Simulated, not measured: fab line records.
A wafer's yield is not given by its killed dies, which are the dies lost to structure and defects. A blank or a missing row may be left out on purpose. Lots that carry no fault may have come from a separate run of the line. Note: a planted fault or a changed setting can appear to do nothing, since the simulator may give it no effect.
What tool caused it?    flow n5Finfet    13 lots, 39 wafers sampled, at 4 steps of a route of 1938

== WHAT THE GAUGES SHOWED, per wafer ==
The record lacks any reading of a measuring or inspecting step that a usual standard deviation could be used to judge.

== TOOL THAT RAN EACH LOT (tool first, then ch and the chambers of the sampled wafers, then the start) ==
lot   N5_BEOL_M10_PRECLEAN_42             N5_BEOL_M15_ANNEAL_48            N5_MIM_TOP_ETCH_PECVD_03         N5_PASSIVATION_PROBE_49
L415  wetBench-06 ch 2,3,5, day 10 12:06  rtpAnneal-02 ch 0, day 12 01:33  pecvd-04 ch 1,2, day 12 05:16    -
L416  wetBench-06 ch 1,2,5, day 10 19:27  rtpAnneal-02 ch 0, day 12 03:20  pecvd-03 ch 1,2, day 12 09:39    -
L417  wetBench-04 ch 0,1,3, day 11 05:40  rtpAnneal-01 ch 0, day 12 15:45  pecvd-01 ch 0,1,2, day 12 20:53  -
L418  wetBench-06 ch 0,1,7, day 12 03:15  rtpAnneal-01 ch 0, day 13 14:35  pecvd-04 ch 0,1,2, day 13 22:15  -
L421  wetBench-04 ch 2,4,5, day 12 11:02  rtpAnneal-01 ch 0, day 13 22:22  pecvd-03 ch 1,2, day 14 02:02    -
L423  wetBench-04 ch 1,2,3, day 12 17:54  rtpAnneal-02 ch 0, day 14 04:29  pecvd-03 ch 1,2, day 14 10:08    -
L425  wetBench-04 ch 1,4,7, day 12 19:58  rtpAnneal-01 ch 0, day 14 08:41  pecvd-01 ch 1,2, day 14 14:25    -
L424  wetBench-04 ch 1,4,5, day 12 20:34  rtpAnneal-02 ch 0, day 14 14:05  pecvd-04 ch 0,2, day 14 20:09    -
L427  wetBench-04 ch 3,5,6, day 13 15:24  rtpAnneal-01 ch 0, day 15 13:38  pecvd-01 ch 0,2, day 15 19:31    prober-01, day 16 08:00
L426  wetBench-06 ch 4,6,7, day 13 17:40  rtpAnneal-02 ch 0, day 15 03:21  pecvd-04 ch 1,2, day 15 07:04    prober-02, day 15 17:38
L430  wetBench-01 ch 1,5,7, day 14 12:37  rtpAnneal-01 ch 0, day 16 01:23  pecvd-03 ch 0,1,2, day 16 09:02  -
L431  wetBench-04 ch 0,3,6, day 14 13:08  rtpAnneal-02 ch 0, day 16 02:25  pecvd-04 ch 1,2, day 16 09:22    prober-01, day 16 18:17
L437  wetBench-01 ch 0,1,5, day 16 12:07  rtpAnneal-01 ch 0, day 18 02:38  pecvd-03 ch 0,1, day 18 08:20    -
- N5_BEOL_M10_PRECLEAN_42: cleans in residue remover, time 60 s.
- N5_BEOL_M15_ANNEAL_48: time 90 s.
- N5_MIM_TOP_ETCH_PECVD_03: deposits SiNx from SiH4/NH3/N2, target thk 20 nm, time 17.6 s.
- N5_PASSIVATION_PROBE_49

== WHAT THE TOOLS THEMSELVES READ (means of the sampled wafers that have a number; where no wafer has one, the mark that the record gives instead) ==
N5_BEOL_M10_PRECLEAN_42. Usual: 4.8 % for bathHeatDutyPct, sd 0.62.
lot   tool         bathHeatDutyPct (%)  flag
L415  wetBench-06  5.1                  
L416  wetBench-06  4.5                  
L417  wetBench-04  5.3                  
L418  wetBench-06  4.5                  
L421  wetBench-04  4.2                  
L423  wetBench-04  4.6                  
L425  wetBench-04  5.1                  
L424  wetBench-04  4.8                  
L427  wetBench-04  4.7                  
L426  wetBench-06  5.0                  
L430  wetBench-01  4.4                  
L431  wetBench-04  4.6                  
L437  wetBench-01  4.7                  

N5_BEOL_M15_ANNEAL_48. Usual: annealTempCMax 226.5, standard deviation 0.34; wafer_temp_C_max 226.5, standard deviation 0.32.
lot   tool          annealTempCMax  wafer_temp_C_max  flag
L415  rtpAnneal-02  226.3           226.5             
L416  rtpAnneal-02  226.3           226.3             
L417  rtpAnneal-01  226.7           226.5             
L418  rtpAnneal-01  226.8           226.3             
L421  rtpAnneal-01  226.5           226.3             
L423  rtpAnneal-02  226.2           226.4             
L425  rtpAnneal-01  226.4           226.8             
L424  rtpAnneal-02  226.3           226.5             
L427  rtpAnneal-01  226.6           226.6             
L426  rtpAnneal-02  226.4           226.8             
L430  rtpAnneal-01  226.7           226.4             
L431  rtpAnneal-02  226.1           226.7             
L437  rtpAnneal-01  226.5           226.7             

N5_MIM_TOP_ETCH_PECVD_03. Usual: heaterPowerW 781 W, standard deviation 100; showerheadPlenumPTorr 5.14 Torr, standard deviation 0.067; throttleValvePct 39.1 %, standard deviation 1.2.
lot   tool      heaterPowerW (W)  showerheadPlenumPTorr (Torr)  throttleValvePct (%)  flag
L415  pecvd-04  836               5.14                          37.8                  
L416  pecvd-03  743               5.11                          38.3                  
L417  pecvd-01  762               5.13                          39.9                  
L418  pecvd-04  862               5.12                          38.3                  
L421  pecvd-03  745               5.11                          38.4                  
L423  pecvd-03  760               5.10                          38.6                  
L425  pecvd-01  802               5.11                          39.7                  
L424  pecvd-04  842               5.12                          38.9                  
L427  pecvd-01  653               5.11                          40.5                  
L426  pecvd-04  810               5.07                          37.7                  
L430  pecvd-03  781               5.16                          39.4                  
L431  pecvd-04  823               5.08                          37.7                  
L437  pecvd-03  784               5.19                          39.6                  

N5_PASSIVATION_PROBE_49. Usual: defectLimitedYield 91.3 %, standard deviation 1.4; killed_at_M0_to_M3 36, standard deviation 11; killed_at_M4_up 13, standard deviation 5.2; killedAtContacts 13, standard deviation 6.5; killedAtFrontEnd 37, standard deviation 11; killedAtOther 3.6, standard deviation 2.9; killedDies 103, standard deviation 17; killedOnRim 13, standard deviation 3.6; killedOpen 68, standard deviation 12; killedShort 33, standard deviation 7.3; sort_bin_4_leakage 0.01 %, standard deviation 0.039; sort_bin_5_function 5.2 %, standard deviation 0.91; sort_bin_6_memory 3.2 %, standard deviation 0.67; sort_bin_8_speed 0.00 %, standard deviation 0.0099; sortNPass 1077, standard deviation 17; sortYieldPct 91.3 %, standard deviation 1.4.
lot   tool       defectLimitedYield (%)  killed_at_M0_to_M3  killed_at_M4_up  killedAtContacts  killedAtFrontEnd  killedAtOther  killedDies  killedOnRim  killedOpen  killedShort  sort_bin_4_leakage (%)  sort_bin_5_function (%)  sort_bin_6_memory (%)  sort_bin_8_speed (%)  sortNPass  sortYieldPct (%)  flag
L427  prober-01  82.5                    36                  125              6                 36                3.0            206         31           58          33           0.00                    10.8                     3.5                    0.00                  974        82.5              OFF
L426  prober-02  90.8                    31                  14               9                 53                2.7            108         16           65          38           0.00                    5.3                      3.3                    0.00                  1072       90.8              
L431  prober-01  85.6                    24                  100              8                 33                4.7            169         29           54          25           0.00                    8.6                      3.3                    0.03                  1011       85.6              OFF

== THE ANSWER, worked out from the rows above alone ==
Rule: lot off if the mean of its wafers having a number is beyond 3 standard deviations from the usual mean. A lot without any number at a reading at which 4 lots or more have one is off too. Any other lot the step has rows for is counted as sound. Order of review: gauges by route order, followed by the tools' own readings, for which a lot's mean as printed above is used. At the first step where some lot is off, the reading lying furthest off is the one used; lots without a number count as furthest.
Off: L427, L431 (N5_PASSIVATION_PROBE_49, killed_at_M4_up). Neither off nor sound, because the step has no rows for them: L415, L416, L417, L418, L421, L423, L425, L424, L430, L437.
If a tool, at that step or one of the process steps before it, ran each lot that is off and ran no sound lot following the first of them, it fits. This does not decide it: 2 tools fit, namely wetBench-04 at N5_BEOL_M10_PRECLEAN_42 and prober-01 at N5_PASSIVATION_PROBE_49.

== WHAT THE SIMULATOR HAD PUT IN ==
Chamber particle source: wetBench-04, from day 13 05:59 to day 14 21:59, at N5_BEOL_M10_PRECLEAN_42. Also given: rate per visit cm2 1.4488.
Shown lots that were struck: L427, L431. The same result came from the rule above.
